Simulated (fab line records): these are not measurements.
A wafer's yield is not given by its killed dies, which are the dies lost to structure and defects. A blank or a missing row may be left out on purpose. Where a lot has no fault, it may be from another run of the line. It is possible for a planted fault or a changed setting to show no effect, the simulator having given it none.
Comparing a struck lot with a sound one | flow n5 finfet | 14 out of 1938 route steps
Sound: these wafers, L251.2, L251.4, L251.6. Struck: wafer L239.1 (left out: L239.5, a lot-mate that was not struck); the cause follows at the end.
For every step that has rows: the tool of each side, followed by ch and its chambers, followed by its first start. Under that, the readings that differ: sound wafers | struck wafers | difference of the means | sigmas: that difference in standard deviations of wafers without a fault.
alike: readings whose means differ by less than 2 such deviations, and words and numbers that are the same on both sides. not compared: withheld readings, readings that some wafer has no value for, bounds like >300 that may hide the same value, and numbers for which the record gives no deviation and whose values overlap.
Wherever a step has rows on one side only, a row that says differs or no value, or a row with sigmas, the two part there. Non-overlapping numbers with no deviation appear without sigmas and do not part them. A reading missing from all wafers of one side parts the sides only when that side holds two or more wafers.

N5_BEOL_M9_TRENCH_ETCH_37: etches SiCOH lowk in C4F6/O2, target depth 151.43 nm, time 49 s.
  sound: rie diel-06 ch 0,2,3; struck: rie diel-01 ch 3
  alike: drypump motor current A, oes_ar_750_au, oes_o_777_au, oes product au, rf vpp V, showerhead plenum p Torr, throttle valve pct
  not compared: rf hours counter h
then, 1 step without rows for these wafers: N5_BEOL_M9_ETCH_41 (etches SiCN in CH3F/O2, target depth 36.6 nm, time 70.1 s).
N5_BEOL_M9_STRIP_80: strips in N2/H2, time 10 s.
  sound: rie diel-06 ch 0,2,3; struck: rie diel-01 ch 3
  alike: bias power w, drypump motor current A, oes product au, rf vpp V, showerhead plenum p Torr, throttle valve pct
  not compared: rf hours counter h
N5_BEOL_M9_OCD_MEAS_38:
  sound on ocd-02 at day 14 12:05; struck on ocd-01 at day 10 15:17
  alike: trench depth nm
then, 4 steps without rows for these wafers: N5_BEOL_M9_HM_STRIP_39 (strips TiN in peroxide tin strip, target depth 25 nm, time 158 s); N5_BEOL_M9_SRD_40 (time 30 s); N5_BEOL_M9_PRECLEAN_42 (cleans in residue remover, time 60 s); N5_BEOL_M9_SRD_43 (time 30 s).
N5_BEOL_M9_CD_MEAS_35: target cd 70 nm, target cd y 40 nm.
  sound on cd sem-03 at day 14 12:14; struck on cd sem-03 at day 10 15:26
  alike: cd nm
N5_BEOL_M9_CURE_72: cures SiCOH lowk, time 120 s.
  sound on uv cure-03 ch 2, day 14 12:20; struck on uv cure-01 ch 0, day 10 15:29
  alike: lamp power pct, wafer_temp_C_max
N5_BEOL_M9_DEGAS_44: time 60 s.
  sound on pvd sputter-03 at day 14 12:55; struck on pvd sputter-01 at day 10 17:02
  reading            | sound       | struck | difference | sigmas
  heater power w (W) | 357 376 354 | 285    | -77        | -2
N5_BEOL_M9_PRE_CLEAN_45: time 30 s.
  sound on pvd sputter-03 at day 14 12:58; struck on pvd sputter-01 at day 10 17:05
  reading            | sound       | struck | difference | sigmas
  heater power w (W) | 363 368 341 | 277    | -80        | -2
N5_BEOL_M9_ALD_74: deposits TaN, target thk 2 nm, pulse time 2 s, purge time 3 s.
  sound on ald metal-02 ch 1,2, day 14 13:01; struck on ald metal-02 ch 0, day 10 17:10
  reading                                 | sound    | struck | difference | sigmas
  ald cycles                              | 40 40 40 | 64     | +24        |
  model.TaN_of_BEOL_M9_ALD_74.thk nm (nm) | 2 2 2    | 3.2    | +1.2       |
  alike: chamber pressure Torr, heater power w
following that, these wafers have no rows for 1 step: N5_BEOL_M9_SURFACE_TREAT_79.

== WHERE THEY PART ==
Earliest at N5_BEOL_M9_DEGAS_44; latest, in this record, at N5_BEOL_M9_PRE_CLEAN_45. Later steps at which nothing parts them and some readings are alike: N5_BEOL_M9_ALD_74.

WHY: what the simulator had put in
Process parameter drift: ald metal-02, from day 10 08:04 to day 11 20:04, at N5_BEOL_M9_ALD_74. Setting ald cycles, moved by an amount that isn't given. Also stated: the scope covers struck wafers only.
